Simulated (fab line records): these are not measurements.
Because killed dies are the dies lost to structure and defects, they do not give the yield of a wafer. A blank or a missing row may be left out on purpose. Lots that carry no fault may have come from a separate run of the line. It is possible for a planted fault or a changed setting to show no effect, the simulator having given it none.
fab line records + flow nand_harc
record
- lots=11
- wafers=33
- last_day=33
route steps=1302 shown P_GATE@138
lots untouched by any fault: they come from a run of this same line in which no faults occurred
start_h: start of the lot's first displayed wafer, in hours after the record's first day + wait_h: time in hours since the lot's previous step + " repeats the value in the row above + L1.1+2: a row that stands for several wafers + - either no value or no given start + * or withheld: withheld + < > ~ a bound
route shown NAME@n: names a module that has steps shown in the file, with the first one's number in the route + usual: mean/standard deviation of fault-free wafers + same: alike in all rows + chamber/n: place in a boat + sites: the reading at each site + _std_site: their standard deviation + _edge_site: inner sites' mean taken away from outer sites' mean + radius_mm: for every site, how far away it sits from the centre of the wafer + mask NAME#n: copy n + behind: the last tool/chamber to shape the wafer + hold: why the lot was held/for how many hours/how that ended + device: names the non-switching transistor (n, p or np) + end of line: tests run on the same wafers once the route is complete + a step without rows: its recipe alone + killed: count of dies lost to structure and defects at first sort (not the wafer's yield) + map: shows each die of a wafer: x if killed, . if not, _ if none is there
set.NAME: the setting as run; set.NAME@STEP: as run at that earlier step + model.NAME: the simulator's own value behind a step, which no gauge read
route steps across a sampled set of lots; one table per step, one row per wafer
services: a tool's chamber out of use, with start hour (start_h, from the record's first day; less than 0 if before it), hours out, and reason
## steps
# step NHARC_P_GATE_EXPOSE_23
# recipe
- na=1.35
- target_cd_nm=120
- dose_mj=93.91
- mask_id=P_GATE
| lot.wafer  | tool            | chamber | start_h | wait_h | mask        |
|------------|-----------------|---------|---------|--------|-------------|
| L204.2+3+5 | arfi_scanner-03 | 0       | 93.51   | -      | P_GATE#0    |
| L205.2+4+5 | arfi_scanner-01 | 0       | 109.17  | -      | P_GATE#0    |
| L206.1+2+4 | arfi_scanner-03 | 0       | 121.00  | -      | P_GATE#0    |
| L207.3+4+5 | arfi_scanner-03 | 0       | 122.40  | -      | P_GATE#0    |
| L208.1+3+5 | arfi_scanner-03 | 0       | 134.05  | -      | P_GATE#0    |
| L210.1+2+6 | arfi_scanner-01 | 0       | 153.74  | -      | P_GATE#0    |
| L212.1+2+4 | arfi_scanner-03 | 0       | 173.85  | -      | P_GATE#0    |
| L213.1+3+4 | arfi_scanner-02 | 0       | 190.71  | -      | P_GATE#0    |
| L216.3+5+6 | arfi_scanner-03 | 0       | 224.23  | -      | P_GATE#0    |
| L217.2+4+5 | arfi_scanner-02 | 0       | 224.38  | -      | P_GATE_R1#0 |
| L227.3+4+6 | arfi_scanner-01 | 0       | 323.09  | -      | P_GATE#0    |
# step NHARC_P_GATE_CD_MEAS_26
# recipe
- target_cd_nm=120
- landing_energy_ev=500
# usual
- cd_nm=120.0/0.86
| lot.wafer | tool      | chamber | start_h | wait_h | cd_nm |
|-----------|-----------|---------|---------|--------|-------|
| L204.2    | cd_sem-02 | 0       | 93.65   | -      | 119.5 |
| L204.3    | "         | 0       | "       | "      | 119.5 |
| L204.5    | "         | 0       | "       | "      | 120.4 |
| L205.2    | cd_sem-02 | 0       | 109.30  | -      | 120.8 |
| L205.4    | "         | 0       | "       | "      | 119.5 |
| L205.5    | "         | 0       | "       | "      | 121.1 |
| L206.1    | cd_sem-02 | 0       | 121.14  | -      | 118.6 |
| L206.2    | "         | 0       | "       | "      | 120.1 |
| L206.4    | "         | 0       | "       | "      | 118.7 |
| L207.3    | cd_sem-01 | 0       | 122.53  | -      | 120.2 |
| L207.4    | "         | 0       | "       | "      | 121.4 |
| L207.5    | "         | 0       | "       | "      | 121.0 |
| L208.1    | cd_sem-03 | 0       | 134.19  | -      | 119.7 |
| L208.3    | "         | 0       | "       | "      | 118.6 |
| L208.5    | "         | 0       | "       | "      | 120.4 |
| L210.1    | cd_sem-03 | 0       | 153.88  | -      | 117.8 |
| L210.2    | "         | 0       | "       | "      | 118.8 |
| L210.6    | "         | 0       | "       | "      | 118.6 |
| L212.1    | cd_sem-01 | 0       | 173.98  | -      | 120.7 |
| L212.2    | "         | 0       | "       | "      | 121.3 |
| L212.4    | "         | 0       | "       | "      | 120.2 |
| L213.1    | cd_sem-03 | 0       | 190.85  | -      | 119.0 |
| L213.3    | "         | 0       | "       | "      | 120.4 |
| L213.4    | "         | 0       | "       | "      | 119.5 |
| L216.3    | cd_sem-01 | 0       | 224.37  | -      | 118.7 |
| L216.5    | "         | 0       | "       | "      | 119.1 |
| L216.6    | "         | 0       | "       | "      | 119.7 |
| L217.2    | cd_sem-02 | 0       | 224.52  | -      | 114.8 |
| L217.4    | "         | 0       | "       | "      | 114.8 |
| L217.5    | "         | 0       | "       | "      | 114.2 |
| L227.3    | cd_sem-01 | 0       | 323.23  | -      | 119.5 |
| L227.4    | "         | 0       | "       | "      | 119.3 |
| L227.6    | "         | 0       | "       | "      | 120.0 |
# step NHARC_P_GATE_ETCH_104
# recipe
- target_depth_a=600
- time_s=withheld
- cf4_flow_sccm=100
- chf3_flow_sccm=30
- ar_flow_sccm=0
- rf_w=500
- bias_w=200
- chemistry=CF4/CHF3
# usual
- chamber_pressure_mTorr=25.001/0.023
- drypump_motor_current_A=5.7/0.54
- oes_product_au=0.952/0.024
- rf_vpp_V=370.6/1.9
- showerhead_plenum_p_Torr=1.57/0.056
- throttle_valve_pct=16.802/0.0095
| lot.wafer | tool        | chamber | start_h | wait_h | chamber_pressure_mTorr | drypump_motor_current_A | oes_product_au | rf_vpp_V | showerhead_plenum_p_Torr | throttle_valve_pct |
|-----------|-------------|---------|---------|--------|------------------------|-------------------------|----------------|----------|--------------------------|--------------------|
| L204.2    | rie_diel-04 | 2       | 93.92   | 0.1    | 25.010                 | 6.2                     | 0.934          | 368.5    | 1.53                     | 16.798             |
| L204.3    | "           | 0       | "       | "      | 24.991                 | 5.8                     | 0.918          | 371.6    | 1.61                     | 16.794             |
| L204.5    | "           | 2       | "       | "      | 24.996                 | 6.2                     | 0.940          | 370.0    | 1.53                     | 16.807             |
| L205.4    | rie_diel-08 | 2       | 109.58  | 0.1    | 25.009                 | 4.9                     | 0.970          | 370.2    | 1.54                     | 16.818             |
| L205.2    | "           | 3       | "       | "      | 25.055                 | 6.5                     | 0.983          | 370.5    | 1.56                     | 16.796             |
| L205.5    | "           | 1       | "       | "      | 25.029                 | 5.2                     | 0.970          | 373.7    | 1.66                     | 16.788             |
| L206.1    | rie_diel-08 | 3       | 121.42  | 0.1    | 25.006                 | 6.5                     | 0.935          | 371.7    | 1.55                     | 16.800             |
| L206.2    | "           | 2       | "       | "      | 24.995                 | 4.9                     | 0.951          | 368.8    | 1.54                     | 16.788             |
| L206.4    | "           | 3       | "       | "      | 25.001                 | 6.5                     | 0.925          | 370.6    | 1.55                     | 16.812             |
| L207.4    | rie_diel-08 | 1       | 122.81  | 0.1    | 25.027                 | 5.2                     | 0.944          | 373.4    | 1.66                     | 16.803             |
| L207.3    | "           | 2       | "       | "      | 25.024                 | 5.0                     | 0.979          | 369.0    | 1.54                     | 16.806             |
| L207.5    | "           | 3       | "       | "      | 25.040                 | 6.5                     | 0.960          | 370.4    | 1.55                     | 16.794             |
| L208.1    | rie_diel-07 | 1       | 134.46  | 0.1    | 25.022                 | 6.0                     | 0.990          | 373.5    | 1.66                     | 16.795             |
| L208.3    | "           | 3       | "       | "      | 25.016                 | 6.1                     | 0.953          | 368.0    | 1.47                     | 16.802             |
| L208.5    | "           | 1       | "       | "      | 25.036                 | 6.0                     | 1.005          | 374.4    | 1.66                     | 16.816             |
| L210.2    | rie_diel-07 | 0       | 154.16  | 0.1    | 24.981                 | 5.6                     | 0.931          | 370.0    | 1.63                     | 16.810             |
| L210.1    | "           | 2       | "       | "      | 24.971                 | 6.3                     | 0.924          | 371.9    | 1.59                     | 16.798             |
| L210.6    | "           | 0       | "       | "      | 24.962                 | 5.7                     | 0.933          | 372.6    | 1.63                     | 16.817             |
| L212.1    | rie_diel-08 | 2       | 174.26  | 0.1    | 25.011                 | 4.9                     | 0.970          | 369.3    | 1.54                     | 16.790             |
| L212.2    | "           | 3       | "       | "      | 25.028                 | 6.5                     | 0.966          | 369.1    | 1.55                     | 16.807             |
| L212.4    | "           | 1       | "       | "      | 25.003                 | 5.2                     | 0.984          | 372.7    | 1.66                     | 16.808             |
| L213.3    | rie_diel-04 | 1       | 191.19  | 0.1    | 24.982                 | 6.3                     | 0.961          | 371.5    | 1.58                     | 16.808             |
| L213.1    | "           | 2       | "       | "      | 25.005                 | 6.2                     | 0.976          | 369.7    | 1.53                     | 16.802             |
| L213.4    | "           | 0       | "       | "      | 24.991                 | 5.8                     | 0.948          | 372.4    | 1.61                     | 16.800             |
| L216.3    | rie_diel-07 | 3       | 224.64  | 0.1    | 24.982                 | 6.1                     | 0.933          | 366.6    | 1.47                     | 16.822             |
| L216.5    | "           | 1       | "       | "      | 25.028                 | 6.0                     | 0.935          | 373.0    | 1.66                     | 16.806             |
| L216.6    | "           | 2       | "       | "      | 24.957                 | 6.2                     | 0.915          | 371.0    | 1.59                     | 16.815             |
| L217.4    | rie_diel-08 | 2       | 224.79  | 0.1    | 25.020                 | 4.9                     | 0.941          | 369.0    | 1.54                     | 16.803             |
| L217.2    | "           | 0       | "       | "      | 24.990                 | 5.3                     | 0.951          | 368.2    | 1.51                     | 16.795             |
| L217.5    | "           | 2       | "       | "      | 24.992                 | 5.0                     | 0.933          | 369.0    | 1.54                     | 16.795             |
| L227.4    | rie_diel-08 | 3       | 323.50  | 0.1    | 25.005                 | 6.5                     | 0.946          | 370.7    | 1.55                     | 16.819             |
| L227.3    | "           | 0       | "       | "      | 25.016                 | 5.4                     | 0.968          | 368.2    | 1.51                     | 16.809             |
| L227.6    | "           | 3       | "       | "      | 25.016                 | 6.5                     | 0.946          | 370.1    | 1.55                     | 16.803             |
# step NHARC_P_GATE_ALD_36
# recipe
- target_thk_a=200
- pulse_time_s=60
- ald_cycles=223
- temp_c=400
- material=SiNx
# usual
- heater_power_w=796/47
- precursor_pulse_height_rel=1.001/0.02
| lot.wafer | tool       | chamber | start_h | wait_h | heater_power_w | precursor_pulse_height_rel |
|-----------|------------|---------|---------|--------|----------------|----------------------------|
| L204.3    | ald_sin-03 | 2       | 95.10   | -      | 803            | 0.970                      |
| L204.2    | "          | 1       | 98.25   | -      | 795            | 1.024                      |
| L204.5    | "          | 2       | 99.30   | -      | 816            | 1.003                      |
| L205.2    | ald_sin-01 | 0       | 111.80  | -      | 826            | 1.018                      |
| L205.4    | "          | 1       | 112.85  | -      | 718            | 1.000                      |
| L205.5    | "          | 3       | 114.94  | -      | 810            | 1.015                      |
| L206.1    | ald_sin-04 | 2       | 123.71  | -      | 771            | 0.983                      |
| L206.4    | "          | 3       | 124.78  | -      | 771            | 0.999                      |
| L206.2    | "          | 0       | 125.85  | -      | 841            | 1.003                      |
| L207.3    | ald_sin-03 | 3       | 123.97  | -      | 715            | 1.002                      |
| L207.4    | "          | 0       | 125.01  | -      | 843            | 1.020                      |
| L207.5    | "          | 0       | 129.16  | -      | 827            | 0.987                      |
| L208.1    | ald_sin-01 | 1       | 135.63  | -      | 762            | 1.020                      |
| L208.3    | "          | 3       | 137.72  | -      | 788            | 0.969                      |
| L208.5    | "          | 2       | 140.86  | -      | 860            | 0.994                      |
| L210.2    | ald_sin-03 | 2       | 156.71  | -      | 833            | 1.012                      |
| L210.1    | "          | 3       | 158.10  | -      | 682            | 0.988                      |
| L210.6    | "          | 3       | 162.28  | -      | 704            | 1.006                      |
| L212.2    | ald_sin-04 | 3       | 175.46  | -      | 787            | 1.041                      |
| L212.4    | "          | 1       | 177.54  | -      | 817            | 0.985                      |
| L212.1    | "          | 2       | 178.58  | -      | 742            | 0.986                      |
| L213.3    | ald_sin-03 | 2       | 192.38  | -      | 834            | 1.032                      |
| L213.4    | "          | 0       | 194.51  | -      | 834            | 1.006                      |
| L213.1    | "          | 1       | 195.57  | -      | 790            | 1.032                      |
| L217.2    | ald_sin-01 | 0       | 226.00  | -      | 797            | 1.001                      |
| L217.4    | "          | 3       | 229.16  | -      | 794            | 1.030                      |
| L217.5    | "          | 1       | 231.26  | -      | 760            | 1.035                      |
| L216.3    | ald_sin-03 | 2       | 227.96  | -      | 830            | 1.028                      |
| L216.6    | "          | 0       | 230.09  | -      | 845            | 0.956                      |
| L216.5    | "          | 1       | 231.15  | -      | 793            | 0.979                      |
| L227.4    | ald_sin-03 | 3       | 324.66  | -      | 711            | 1.055                      |
| L227.3    | "          | 1       | 326.75  | -      | 788            | 1.013                      |
| L227.6    | "          | 0       | 329.87  | -      | 843            | 0.987                      |
# step NHARC_P_GATE_STRIP_101
# recipe
- time_s=20
- o2_flow_sccm=500
- ar_flow_sccm=0
- bias_w=0
- chemistry=O2
# usual
- chamber_pressure_mTorr=59.99/0.056
- drypump_motor_current_A=5.8/0.45
- o2_flow_sccm=499.9/1.5
- oes_product_au=1.001/0.016
- rf_vpp_V=57.8/0.87
- showerhead_plenum_p_Torr=3.54/0.12
- throttle_valve_pct=17.036/0.0093
| lot.wafer | tool        | chamber | start_h | wait_h | chamber_pressure_mTorr | drypump_motor_current_A | o2_flow_sccm | oes_product_au | rf_hours_counter_h | rf_vpp_V | showerhead_plenum_p_Torr | throttle_valve_pct |
|-----------|-------------|---------|---------|--------|------------------------|-------------------------|--------------|----------------|--------------------|----------|--------------------------|--------------------|
| L204.3    | rie_diel-04 | 2       | 104.67  | 0.1    | 60.03                  | 6.2                     | 497.0        | 1.011          | 3                  | 57.9     | 3.43                     | 17.041             |
| L204.2    | "           | 3       | "       | "      | 59.92                  | 5.4                     | 500.3        | 1.009          | 4                  | 57.6     | 3.53                     | 17.037             |
| L204.5    | "           | 1       | "       | "      | 60.05                  | 6.3                     | 499.3        | 1.002          | -                  | 58.2     | 3.55                     | 17.028             |
| L205.4    | rie_diel-04 | 1       | 120.31  | 0.1    | 60.07                  | 6.3                     | 501.0        | 1.001          | 5                  | 56.2     | 3.55                     | 17.029             |
| L205.2    | "           | 3       | "       | "      | 59.92                  | 5.4                     | 499.5        | 1.012          | 5                  | 57.1     | 3.53                     | 17.035             |
| L205.5    | "           | 0       | "       | "      | 60.04                  | 5.8                     | 500.1        | 1.005          | -                  | 58.1     | 3.61                     | 17.034             |
| L206.4    | rie_diel-04 | 3       | 132.33  | 0.1    | 59.97                  | 5.4                     | 502.5        | 1.019          | 6                  | 57.0     | 3.53                     | 17.037             |
| L206.1    | "           | 0       | "       | "      | 60.06                  | 5.8                     | 499.5        | 1.013          | 7                  | 58.3     | 3.61                     | 17.052             |
| L206.2    | "           | 2       | "       | "      | 59.99                  | 6.2                     | 501.4        | 1.038          | 4                  | 57.4     | 3.43                     | 17.026             |
| L207.4    | rie_diel-08 | 3       | 133.50  | 0.1    | 59.96                  | 6.5                     | 500.4        | 0.995          | 9                  | 57.2     | 3.49                     | 17.043             |
| L207.3    | "           | 1       | "       | "      | 60.01                  | 5.2                     | 500.3        | 1.013          | 9                  | 59.2     | 3.73                     | 17.043             |
| L207.5    | "           | 2       | "       | "      | 59.99                  | 5.0                     | 501.3        | 1.008          | -                  | 58.4     | 3.45                     | 17.050             |
| L208.1    | rie_diel-04 | 3       | 145.17  | 0.1    | 59.96                  | 5.4                     | 498.3        | 0.992          | 6                  | 57.8     | 3.53                     | 17.028             |
| L208.3    | "           | 2       | "       | "      | 60.02                  | 6.2                     | 501.2        | 1.037          | 5                  | 57.7     | 3.43                     | 17.048             |
| L208.5    | "           | 3       | "       | "      | 60.05                  | 5.4                     | 500.3        | 1.001          | -                  | 57.8     | 3.53                     | 17.028             |
| L210.2    | rie_diel-04 | 0       | 166.94  | 0.1    | 59.97                  | 5.8                     | 500.0        | 0.998          | 9                  | 57.8     | 3.61                     | 17.029             |
| L210.1    | "           | 3       | "       | "      | 59.97                  | 5.4                     | 497.9        | 0.998          | 8                  | 57.8     | 3.53                     | 17.056             |
| L210.6    | "           | 1       | "       | "      | 59.93                  | 6.2                     | 501.7        | 1.004          | -                  | 57.6     | 3.55                     | 17.031             |
| L212.2    | rie_diel-07 | 1       | 184.97  | 0.1    | 59.96                  | 6.0                     | 498.0        | 1.031          | 3                  | 60.0     | 3.73                     | 17.045             |
| L212.4    | "           | 3       | "       | "      | 59.95                  | 6.1                     | 501.2        | 0.995          | 3                  | 57.7     | 3.30                     | 17.036             |
| L212.1    | "           | 0       | "       | "      | 59.94                  | 5.6                     | 499.7        | 1.012          | 2                  | 57.9     | 3.64                     | 17.044             |
| L213.1    | rie_diel-07 | 2       | 202.02  | 0.1    | 60.08                  | 6.3                     | 500.2        | 0.977          | 4                  | 58.8     | 3.56                     | 17.053             |
| L213.4    | "           | 0       | "       | "      | 59.97                  | 5.7                     | 500.6        | 0.998          | 3                  | 58.6     | 3.64                     | 17.043             |
| L213.3    | "           | 1       | "       | "      | 59.97                  | 6.0                     | 500.2        | 1.009          | 4                  | 57.4     | 3.73                     | 17.043             |
| L216.3    | rie_diel-08 | 1       | 235.49  | 0.1    | 60.00                  | 5.2                     | 500.5        | 1.007          | 2                  | 58.9     | 3.72                     | 17.031             |
| L216.5    | "           | 0       | "       | "      | 60.03                  | 5.3                     | 499.6        | 1.013          | -                  | 56.5     | 3.38                     | 17.031             |
| L216.6    | "           | 1       | "       | "      | 59.93                  | 5.2                     | 499.8        | 1.004          | -                  | 57.8     | 3.72                     | 17.026             |
| L217.4    | rie_diel-07 | 0       | 235.59  | 0.1    | 59.96                  | 5.6                     | 499.6        | 0.989          | 4                  | 58.4     | 3.64                     | 17.019             |
| L217.2    | "           | 1       | "       | "      | 60.05                  | 6.0                     | 497.9        | 1.011          | 5                  | 59.1     | 3.73                     | 17.037             |
| L217.5    | "           | 3       | "       | "      | 60.10                  | 6.1                     | 500.1        | 0.995          | -                  | 56.6     | 3.30                     | 17.050             |
| L227.3    | rie_diel-07 | 0       | 334.20  | 0.1    | 60.05                  | 5.7                     | 501.9        | 0.988          | 1                  | 56.5     | 3.64                     | 17.048             |
| L227.6    | "           | 1       | "       | "      | 59.86                  | 6.0                     | 499.5        | 1.020          | -                  | 57.6     | 3.73                     | 17.022             |
| L227.4    | "           | 0       | "       | "      | 59.97                  | 5.6                     | 501.8        | 0.994          | -                  | 58.4     | 3.64                     | 17.028             |
## services
| tool            | chamber | start_h | hours | kind   |
|-----------------|---------|---------|-------|--------|
| rie_diel-08     | 0       | 70.73   | 14.6  | repair |
| arfi_scanner-03 | -       | 83.81   | 3.9   | repair |
| arfi_scanner-03 | -       | 109.04  | 0.4   | repair |
| rie_diel-08     | 1       | 112.78  | 9.7   | repair |
| rie_diel-07     | -       | 117.20  | 9.0   | pm     |
| ald_sin-03      | 1       | 146.77  | 15.1  | repair |
| rie_diel-04     | 3       | 152.06  | 3.6   | repair |
| rie_diel-07     | 0       | 169.16  | 5.7   | repair |
| ald_sin-03      | -       | 170.00  | 10.0  | pm     |
| rie_diel-04     | -       | 178.47  | 9.0   | pm     |
| rie_diel-08     | 2       | 181.54  | 8.8   | repair |
| rie_diel-08     | -       | 190.86  | 9.0   | pm     |
| rie_diel-07     | 0       | 193.09  | 6.3   | repair |
| arfi_scanner-03 | -       | 196.00  | 4.0   | pm     |
| ald_sin-03      | 2       | 200.60  | 3.0   | repair |
| rie_diel-04     | 1       | 203.54  | 13.0  | repair |
| arfi_scanner-03 | -       | 206.63  | 0.6   | repair |
| rie_diel-04     | 2       | 235.21  | 8.3   | repair |
| rie_diel-07     | -       | 243.73  | 0.5   | repair |
| rie_diel-08     | 1       | 274.08  | 4.2   | repair |
| ald_sin-03      | 0       | 275.08  | 7.9   | repair |
| rie_diel-07     | -       | 294.20  | 9.0   | pm     |
| rie_diel-07     | 2       | 313.34  | 3.3   | repair |
| rie_diel-07     | 2       | 331.40  | 8.3   | repair |
## key
first_sign
- step=NHARC_P_GATE_EXPOSE_23
- reading=mask
- direction=changed
effect
- step=NHARC_P_GATE_CD_MEAS_26
- reading=cd_nm
- direction=down
- sigmas=6.2
- usual=120.0
- struck=114.6
met_at NHARC_P_GATE_EXPOSE_23
struck_lots L217
tester_left_out L217
not_acting_at NHARC_P_GATE_ETCH_104,NHARC_P_GATE_ALD_36,NHARC_P_GATE_STRIP_101
onset_between 190.71 224.38
fault
- kind=wrong_mask
- tool=any
- chamber=-
- onset_h=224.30
- steps=NHARC_P_GATE_EXPOSE_23
- aux_copy=P_GATE_R1#0
- cd_offset_nm=-5.4086
- scope=struck_lots_only
# tester_left_out: of these lots the tester's yield and bins aren't shown, on N5 and GAA mostly nor the transistor test; their killed dies are dies lost to structure and defects alone, not to doping, threshold or leakage, so they don't give the yield
